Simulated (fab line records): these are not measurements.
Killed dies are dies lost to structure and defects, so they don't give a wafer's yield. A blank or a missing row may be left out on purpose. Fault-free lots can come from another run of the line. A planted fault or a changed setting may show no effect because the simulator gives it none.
fab line records	flow n5Finfet
record: lots: 10	wafers: 30	lastDay: 19
route steps=1938 shown BEOL_M11@1536 PASSIVATION@1936
lots that met no fault: from a run of the same line without faults
startH: hours from the record's first day to the start of the lot's first wafer shown	waitH: hours elapsed since this lot's preceding step	" the same as in the row above	L1.1+2: a row that stands for several wafers	- no value, or no start was given	* or withheld: withheld	< > ~ a bound
route shown NAME@n: names a module that has steps shown in the file, with the first one's number in the route	usual: mean/standard deviation taken from wafers without a fault	same: alike in all rows	chamber/n: place in a boat	sites: readings site by site	_std_site: their standard deviation	_edge_site: the outer-site mean with the inner-site mean subtracted	radiusMm: for every site, how far away it sits from the centre of the wafer	mask NAME#n: copy n	behind: tool/chamber where the wafer was last shaped	hold: cause of the lot's hold/its duration in hours/its outcome	device: names the non-switching transistor (n, p or np)	end of line: the tests these same wafers got at the end of their route	where a step has no rows: the recipe by itself	killed: count of dies lost to structure and defects at first sort (not the wafer's yield)	map: a wafer's dies, marking killed ones x, the rest . and places with no die _
set.NAME: the run value of the setting; set.NAME@STEP: its run value at that earlier step	model.NAME: the simulator's own value behind a step, which no gauge read
steps of the route over a sample of lots; a table a step, a row a wafer
services: the hour from which a tool's chamber was out of use, counted from the record's first day as startH (under 0 if before that day), plus the number of hours and why
== steps ==
step: N5_BEOL_M11_ILD_DEP_00
recipe: material: SiCOH_lowk	targetThkA: 3085.1	tempC: 300	precursor: DEMS/porogen	pressureTorr: 5	rfW: 500	timeS: 58
usual: heaterPowerW: 319/53	showerheadPlenumPTorr: 5.750/0.022	throttleValvePct: 13.8/0.84
lot.wafer	tool	chamber	startH	waitH	heaterPowerW	showerheadPlenumPTorr	throttleValvePct
L708.1	pecvd-01	2	266.53	0.0	342	5.752	12.7
L708.3	"	1	"	"	263	5.789	15.3
L708.6	"	0	"	"	310	5.738	13.2
L709.2	pecvd-01	0	297.34	0.0	334	5.741	12.9
L709.4	"	0	"	"	346	5.754	13.3
L709.6	"	2	"	"	292	5.780	12.7
L712.1	pecvd-01	2	304.88	0.0	315	5.757	12.7
L712.3	"	0	"	"	312	5.749	13.4
L712.4	"	2	"	"	319	5.759	12.7
L713.1	pecvd-04	2	305.37	0.0	464	5.760	13.3
L713.4	"	1	"	"	318	5.721	13.1
L713.6	"	0	"	"	273	5.749	14.4
L714.1	pecvd-02	0	318.16	0.0	232	5.766	14.3
L714.4	"	2	"	"	375	5.749	14.4
L714.6	"	0	"	"	240	5.748	14.2
L718.1	pecvd-01	2	328.60	0.0	328	5.746	12.6
L718.4	"	1	"	"	245	5.789	15.5
L718.6	"	0	"	"	338	5.748	13.1
L719.2	pecvd-02	0	341.15	0.0	245	5.760	14.3
L719.3	"	1	"	"	334	5.710	13.4
L719.4	"	2	"	"	344	5.754	14.1
L729.2	pecvd-01	1	405.30	0.0	258	5.780	15.2
L729.5	"	1	"	"	271	5.789	15.4
L729.6	"	2	"	"	345	5.744	12.9
L728.1	pecvd-04	0	406.39	0.0	291	5.750	14.2
L728.2	"	2	"	"	446	5.765	13.3
L728.5	"	2	"	"	439	5.751	13.5
L731.2	pecvd-04	1	413.85	0.0	305	5.712	13.2
L731.3	"	2	"	"	420	5.756	13.6
L731.6	"	1	"	"	313	5.709	13.0
step: N5_BEOL_M11_HM_OPEN_17
recipe: chemistry: Cl2/BCl3	targetDepthA: 200	overetchA: 60	target: TiN	maskMaterial: SOC	ionEnergyEv: 150	pressureMtorr: 10	icpW: 1000	biasW: 126	Cl2_flow_sccm: 53.25	bcl3FlowSccm: 21.75	Ar_flow_sccm: 25
usual: drypumpMotorCurrentA: 5.2/0.35	oesProductAu: 0.71/0.041	throttleValvePct: 22.19/0.23
lot.wafer	tool	chamber	startH	waitH	drypumpMotorCurrentA	oesProductAu	rfHoursCounterH	throttleValvePct
L708.1	rieMetal-03	0	269.64	0.0	5.0	0.71	20	21.96
L708.3	"	0	"	"	5.0	0.72	-	21.95
L708.6	"	0	"	"	5.0	0.71	-	21.97
L709.2	rieMetal-01	1	300.97	0.0	5.6	0.76	7	22.46
L709.4	"	1	"	"	5.6	0.75	-	22.49
L709.6	"	0	"	"	4.8	0.77	-	22.24
L712.1	rieMetal-02	0	308.03	0.0	5.9	0.67	41	21.67
L712.3	"	0	"	"	5.9	0.66	-	21.66
L712.4	"	1	"	"	5.1	0.73	-	22.15
L713.1	rieMetal-01	0	308.26	0.0	4.8	0.78	6	22.25
L713.4	"	1	"	"	5.6	0.76	-	22.48
L713.6	"	0	"	"	4.8	0.78	-	22.25
L714.1	rieMetal-03	1	320.07	0.0	5.4	0.64	44	22.24
L714.4	"	1	"	"	5.3	0.65	-	22.21
L714.6	"	1	"	"	5.3	0.65	-	22.23
L718.1	rieMetal-03	0	332.15	0.0	5.0	0.69	26	21.96
L718.4	"	0	"	"	5.0	0.70	-	21.97
L718.6	"	0	"	"	5.0	0.69	-	21.98
L719.2	rieMetal-03	1	344.21	0.0	5.4	0.65	46	22.21
L719.3	"	1	"	"	5.4	0.65	-	22.21
L719.4	"	0	"	"	5.0	0.70	-	21.96
L729.2	rieMetal-01	0	409.17	0.0	4.8	0.72	14	22.29
L729.5	"	1	"	"	5.6	0.72	-	22.51
L729.6	"	0	"	"	4.8	0.73	-	22.28
L728.1	rieMetal-01	1	409.44	0.0	5.6	0.71	16	22.50
L728.2	"	0	"	"	4.8	0.74	14	22.27
L728.5	"	0	"	"	4.8	0.73	-	22.27
L731.2	rieMetal-01	0	417.92	0.0	4.8	0.72	14	22.27
L731.3	"	0	"	"	4.8	0.74	-	22.28
L731.6	"	0	"	"	4.8	0.73	-	22.28
step: N5_BEOL_M11_INSPECT_30
recipe: mode: adi	inspectInstrument: brightfield
usual: rawDefectCount: 422/100
lot.wafer	tool	chamber	startH	waitH	rawDefectCount
L708.1	defectInspect-02	-	271.18	0.0	377
L708.3	"	-	"	"	341
L708.6	"	-	"	"	565
L709.2	defectInspect-01	-	302.90	0.0	508
L709.4	"	-	"	"	378
L709.6	"	-	"	"	383
L712.1	defectInspect-01	-	308.68	0.0	379
L712.3	"	-	"	"	489
L712.4	"	-	"	"	352
L713.1	defectInspect-01	-	308.90	0.0	324
L713.4	"	-	"	"	365
L713.6	"	-	"	"	302
L714.1	defectInspect-01	-	321.18	0.0	317
L714.4	"	-	"	"	342
L714.6	"	-	"	"	407
L718.1	defectInspect-02	-	333.78	0.0	346
L718.4	"	-	"	"	384
L718.6	"	-	"	"	401
L719.2	defectInspect-02	-	347.68	0.0	654
L719.3	"	-	"	"	733
L719.4	"	-	"	"	772
L729.2	defectInspect-02	-	411.03	0.0	313
L729.5	"	-	"	"	433
L729.6	"	-	"	"	427
L728.1	defectInspect-01	-	411.22	0.0	482
L728.2	"	-	"	"	641
L728.5	"	-	"	"	597
L731.2	defectInspect-01	-	421.43	0.0	283
L731.3	"	-	"	"	334
L731.6	"	-	"	"	294
step: N5_BEOL_M11_STRIP_36
recipe: chemistry: N2/H2	powerW: 450	tempC: 40	pressureMtorr: 20	rfFrequencyHz: 6e+07	overashFraction: 0.3	biasPowerW: 7	h2Frac: 0.5	n2FlowSccm: 200	h2FlowSccm: 200
usual: drypumpMotorCurrentA: 5.8/0.48	h2FlowSccm: 200.0/0.57	oesProductAu: 0.80/0.087	rfVppV: 59.1/1.7	showerheadPlenumPTorr: 2.51/0.11	throttleValvePct: 23.81/0.26
lot.wafer	tool	chamber	startH	waitH	drypumpMotorCurrentA	h2FlowSccm	oesProductAu	rfHoursCounterH	rfVppV	showerheadPlenumPTorr	throttleValvePct
L708.1	rieDiel-06	1	271.56	0.0	6.4	199.7	0.75	201	57.3	2.50	23.89
L708.3	"	0	"	"	5.3	201.2	0.75	154	58.8	2.34	23.91
L708.6	"	0	"	"	5.2	200.9	0.75	-	57.3	2.34	23.93
L709.2	rieDiel-05	3	303.21	0.0	5.2	199.0	0.68	243	56.8	2.50	23.44
L709.4	"	1	"	"	5.7	199.0	0.99	6	58.7	2.61	23.77
L709.6	"	0	"	"	5.8	200.1	0.90	-	58.7	2.47	23.77
L712.1	rieDiel-02	1	308.99	0.0	6.6	200.8	0.81	65	61.9	2.69	23.79
L712.3	"	3	"	"	5.3	200.4	0.85	79	58.3	2.57	24.20
L712.4	"	0	"	"	6.2	200.1	0.90	25	60.9	2.60	23.27
L713.1	rieDiel-02	1	309.45	0.0	6.6	199.8	0.82	65	59.4	2.69	23.77
L713.4	"	3	"	"	5.3	199.4	0.85	80	59.4	2.57	24.26
L713.6	"	3	"	"	5.3	200.6	0.84	-	62.4	2.57	24.21
L714.1	rieDiel-02	3	321.61	0.0	5.2	200.6	0.84	82	61.7	2.57	24.24
L714.4	"	2	"	"	5.3	200.1	0.78	162	57.8	2.42	23.67
L714.6	"	1	"	"	6.6	201.0	0.82	-	59.3	2.69	23.77
L718.1	rieDiel-06	0	334.09	0.0	5.3	200.0	0.71	174	57.6	2.33	23.96
L718.4	"	0	"	"	5.3	199.4	0.73	-	61.4	2.33	23.95
L718.6	"	3	"	"	6.0	199.4	0.67	-	58.9	2.38	23.83
L719.2	rieDiel-06	3	347.98	0.0	6.0	200.6	0.66	249	57.9	2.38	23.86
L719.3	"	2	"	"	6.1	200.9	0.82	63	60.8	2.58	23.76
L719.4	"	1	"	"	6.5	199.8	0.69	228	58.8	2.49	23.93
L729.2	rieDiel-06	1	411.33	0.0	6.5	199.3	0.71	244	62.6	2.49	23.94
L729.5	"	2	"	"	6.1	199.8	0.82	-	60.2	2.57	23.81
L729.6	"	3	"	"	6.0	199.6	0.97	-	61.8	2.69	23.75
L728.1	rieDiel-05	3	411.84	0.0	5.1	200.1	0.94	21	59.9	2.49	23.24
L728.2	"	2	"	"	6.0	199.6	0.71	212	58.8	2.63	24.26
L728.5	"	1	"	"	5.6	200.0	0.89	-	60.4	2.59	23.83
L731.2	rieDiel-02	3	421.73	0.0	5.2	200.4	0.79	113	59.9	2.55	24.23
L731.3	"	1	"	"	6.6	199.6	0.80	99	61.1	2.67	23.82
L731.6	"	0	"	"	6.1	199.6	0.85	-	61.8	2.59	23.31
step: N5_BEOL_M11_STRIP_77
recipe: chemistry: N2/H2	timeS: 10	powerW: 450	tempC: 40	pressureMtorr: 20	rfFrequencyHz: 6e+07	biasPowerW: 7	n2FlowSccm: 200	h2FlowSccm: 200
usual: drypumpMotorCurrentA: 5.8/0.48	h2FlowSccm: 200.0/0.66	oesProductAu: 0.80/0.085	rfVppV: 59.1/0.84	showerheadPlenumPTorr: 2.51/0.11	throttleValvePct: 23.81/0.26
lot.wafer	tool	chamber	startH	waitH	drypumpMotorCurrentA	h2FlowSccm	oesProductAu	rfHoursCounterH	rfVppV	showerheadPlenumPTorr	throttleValvePct
L708.1	rieDiel-06	1	-	-	6.5	200.6	0.73	201	59.8	2.50	23.88
L708.3	"	0	"	"	5.3	201.3	0.73	154	57.7	2.34	23.90
L708.6	"	0	"	"	5.3	200.7	0.74	-	56.6	2.33	23.91
L709.2	rieDiel-05	3	-	-	5.2	200.6	0.68	243	59.0	2.50	23.46
L709.4	"	1	"	"	5.7	199.6	0.98	6	60.0	2.61	23.77
L709.6	"	0	"	"	5.8	200.0	0.90	-	59.0	2.47	23.77
L712.1	rieDiel-02	1	-	-	6.6	199.6	0.82	65	59.9	2.69	23.75
L712.3	"	3	"	"	5.2	199.5	0.84	79	59.0	2.57	24.22
L712.4	"	0	"	"	6.1	200.8	0.89	25	60.5	2.60	23.31
L713.1	rieDiel-02	1	-	-	6.5	199.7	0.81	65	60.1	2.69	23.76
L713.4	"	3	"	"	5.2	200.5	0.84	80	59.4	2.57	24.22
L713.6	"	3	"	"	5.2	199.6	0.84	-	60.0	2.57	24.22
L714.1	rieDiel-02	3	-	-	5.2	201.1	0.84	82	60.2	2.57	24.23
L714.4	"	2	"	"	5.3	199.0	0.76	162	58.0	2.42	23.62
L714.6	"	1	"	"	6.6	199.7	0.83	-	59.9	2.69	23.76
L718.1	rieDiel-06	0	-	-	5.3	201.2	0.73	174	57.4	2.33	23.95
L718.4	"	0	"	"	5.3	201.2	0.72	-	59.5	2.33	23.95
L718.6	"	3	"	"	6.0	199.7	0.68	-	58.2	2.38	23.82
L719.2	rieDiel-06	3	-	-	6.0	198.2	0.67	249	58.3	2.38	23.82
L719.3	"	2	"	"	6.1	199.7	0.85	64	58.7	2.58	23.76
L719.4	"	1	"	"	6.5	200.6	0.71	228	58.1	2.49	23.91
L729.2	rieDiel-06	1	-	-	6.5	200.2	0.71	244	58.5	2.48	23.93
L729.5	"	2	"	"	6.1	199.5	0.82	-	59.5	2.57	23.79
L729.6	"	3	"	"	6.0	199.4	0.95	-	59.5	2.69	23.71
L728.1	rieDiel-05	3	-	-	5.2	200.4	0.93	21	59.4	2.49	23.24
L728.2	"	2	"	"	6.0	201.1	0.70	212	60.2	2.63	24.25
L728.5	"	1	"	"	5.6	199.8	0.90	-	59.8	2.59	23.83
L731.2	rieDiel-02	3	-	-	5.3	200.3	0.81	113	58.8	2.55	24.26
L731.3	"	1	"	"	6.6	200.1	0.79	99	59.1	2.67	23.81
L731.6	"	0	"	"	6.2	199.9	0.84	-	61.0	2.59	23.35
step: N5_PASSIVATION_PROBE_49
usual: defectLimitedYield: 91.5/1.4	killed_at_M0_to_M3: 34/11	killed_at_M4_up: 15/6	killedAtContacts: 11/5.9	killedAtFrontEnd: 37/11	killedAtOther: 3.6/2.9	killedDies: 101/17	killedOpen: 66/12	killedShort: 33/7.8	sort_bin_5_function: 5.0/0.97	sort_bin_6_memory: 3.2/0.65	sort_bin_8_speed: 0.02/0.2	sortNPass: 1079/17	sortYieldPct: 91.4/1.4
same: grossDies: 1180	killedAtBackSide: 0	sort_bin_4_leakage[%]: 0
lot.wafer	tool	chamber	startH	waitH	defectLimitedYield[%]	killed_at_M0_to_M3	killed_at_M4_up	killedAtContacts	killedAtFrontEnd	killedAtOther	killedDies	killedOpen	killedShort	sort_bin_5_function[%]	sort_bin_6_memory[%]	sort_bin_8_speed[%]	sortNPass	sortYieldPct[%]
L709.2	prober-02	-	341.11	0.1	91.2	27	19	15	36	7	104	78	26	5.6	2.9	0	1076	91.2
L709.4	prober-02	-	341.21	0.2	93.1	20	15	4	35	7	81	53	27	4.3	2.3	0	1099	93.1
L709.6	prober-02	-	341.31	0.3	90.4	47	20	13	33	0	113	83	29	6.4	3.0	2.37	1039	88.1
L718.4	prober-01	-	376.02	0.2	92.3	25	8	8	47	3	91	65	24	4.4	2.9	0	1089	92.3
L718.6	prober-01	-	376.12	0.3	92.5	29	10	4	44	1	88	54	34	4.9	2.2	0	1092	92.5
L719.2	prober-02	-	401.85	0.1	84.6	41	98	11	31	1	182	65	31	9.7	4.8	0	998	84.6
L719.3	prober-02	-	401.90	0.1	86.4	16	102	6	36	0	160	47	22	8.8	2.8	0	1020	86.4
L719.4	prober-02	-	401.95	0.2	90.0	18	67	5	23	5	118	40	24	6.4	2.5	0	1062	90.0
killed by level:class
L709.2 MOL_CONTACT_COAG:geometricParticle:open=13 STI_FIN_REVEAL:geometricParticle:open=12 BEOL_M3:geometricParticle:open=10 BEOL_M4:geometricParticle:open=8 DUMMY_GATE:geometricParticle:open=6 BEOL_M3:geometricParticle:short=5 BEOL_M0_SAQP:geometricParticle:short=4 BEOL_M0_SAQP:geometricParticle:open=4
L709.4 FIN_SAQP:geometricParticle:open=6 BEOL_M5:geometricParticle:open=6 STI_FIN_REVEAL:geometricParticle:open=5 BEOL_M0_SAQP:geometricParticle:open=5 BEOL_M1:geometricParticle:open=5 FIN_SAQP:geometricParticle:short=4 DUMMY_GATE:geometricParticle:short=3 DUMMY_GATE:geometricParticle:open=3
L709.6 BEOL_M4:geometricParticle:open=13 BEOL_M2:geometricParticle:open=13 MOL_CONTACT_COAG:geometricParticle:open=12 BEOL_M0_SAQP:geometricParticle:open=8 BEOL_M3:geometricParticle:open=8 BEOL_M0_SAQP:geometricParticle:short=7 DUMMY_GATE:geometricParticle:open=5 STI_FIN_REVEAL:geometricParticle:open=4
L718.4 STI_FIN_REVEAL:geometricParticle:open=12 GATE_CUT:geometricParticle:short=8 MOL_CONTACT_COAG:geometricParticle:open=8 BEOL_M3:geometricParticle:open=7 STARTING-WAFER:geometricParticle:open=6 DUMMY_GATE:geometricParticle:open=5 BEOL_M4:geometricParticle:open=5 FIN_SAQP:geometricParticle:open=4
L718.6 STI_FIN_REVEAL:geometricParticle:open=11 FIN_SAQP:geometricParticle:open=7 GATE_CUT:geometricParticle:short=7 BEOL_M2:geometricParticle:short=7 BEOL_M3:geometricParticle:open=7 DUMMY_GATE:geometricParticle:open=5 ILD0:geometricParticle:short=5 BEOL_M2:geometricParticle:open=4
L719.2 BEOL_M11:unspecified=84 MOL_CONTACT_COAG:geometricParticle:open=11 BEOL_M2:geometricParticle:open=9 BEOL_M0_SAQP:geometricParticle:short=7 GATE_CUT:geometricParticle:open=6 BEOL_M3:geometricParticle:open=6 BEOL_M2:geometricParticle:short=5 BEOL_M0:geometricParticle:open=5
L719.3 BEOL_M11:unspecified=91 STI_FIN_REVEAL:geometricParticle:open=7 BEOL_M3:geometricParticle:open=7 BEOL_M4:geometricParticle:open=6 GATE_CUT:geometricParticle:short=5 GATE_CUT:geometricParticle:open=5 ILD0:geometricParticle:open=4 MOL_CONTACT_COAG:geometricParticle:open=4
L719.4 BEOL_M11:unspecified=53 BEOL_M4:geometricParticle:open=6 BEOL_M0_SAQP:geometricParticle:short=5 GATE_CUT:geometricParticle:open=4 MOL_CONTACT_COAG:geometricParticle:open=4 BEOL_M3:geometricParticle:open=4 FIN_SAQP:geometricParticle:short=3 STI_FIN_REVEAL:geometricParticle:open=3
== services ==
tool	chamber	startH	hours	kind
rieDiel-05	1	264.80	-	clean
rieDiel-05	1	264.80	-	consumableReplace:focusRing
rieDiel-05	1	264.80	21.0	scheduledDown
rieMetal-02	1	279.14	2.2	repair
pecvd-01	-	284.69	6.0	pm
rieDiel-06	-	299.45	1.1	repair
rieDiel-05	2	308.01	10.4	repair
pecvd-02	-	308.73	1.0	repair
pecvd-01	2	314.69	2.1	scheduledDown
pecvd-01	2	333.84	5.5	scheduledDown
rieDiel-02	0	347.03	9.0	repair
rieDiel-06	3	352.48	-	clean
rieDiel-06	3	352.48	-	consumableReplace:focusRing
rieDiel-06	3	352.48	-	consumableReplace:showerhead
rieDiel-06	3	352.48	16.5	scheduledDown
rieDiel-06	3	352.48	16.5	ventCycle
rieDiel-06	1	354.73	9.2	repair
pecvd-02	1	357.81	13.2	repair
pecvd-01	1	374.02	4.6	repair
pecvd-01	-	379.46	1.3	repair
rieMetal-02	-	393.96	1.2	repair
pecvd-01	0	405.22	5.5	scheduledDown
rieMetal-02	-	409.72	1.9	repair
pecvd-01	1	410.76	5.5	scheduledDown
== key ==
firstSign: step: N5_BEOL_M11_INSPECT_30	reading: rawDefectCount	direction: up	sigmas: 2.9	usual: 422	struck: 720
effect: step: N5_PASSIVATION_PROBE_49	reading: killed_at_M4_up	direction: up	sigmas: 12	usual: 15	struck: 89
moreKillsBornAt: N5_BEOL_M11_HM_OPEN_17@rieMetal-03: 228
metAt N5_BEOL_M11_HM_OPEN_17
struckLots L719
notActingAt N5_BEOL_M11_ILD_DEP_00,N5_BEOL_M11_STRIP_36,N5_BEOL_M11_STRIP_77
onsetBetween 332.15 344.21
fault: kind: chamberParticleSource	tool: rieMetal-03	chamber: -	onsetH: 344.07	steps: N5_BEOL_M11_HM_OPEN_17	ratePerVisitCm2: 0.41652	endH: 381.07
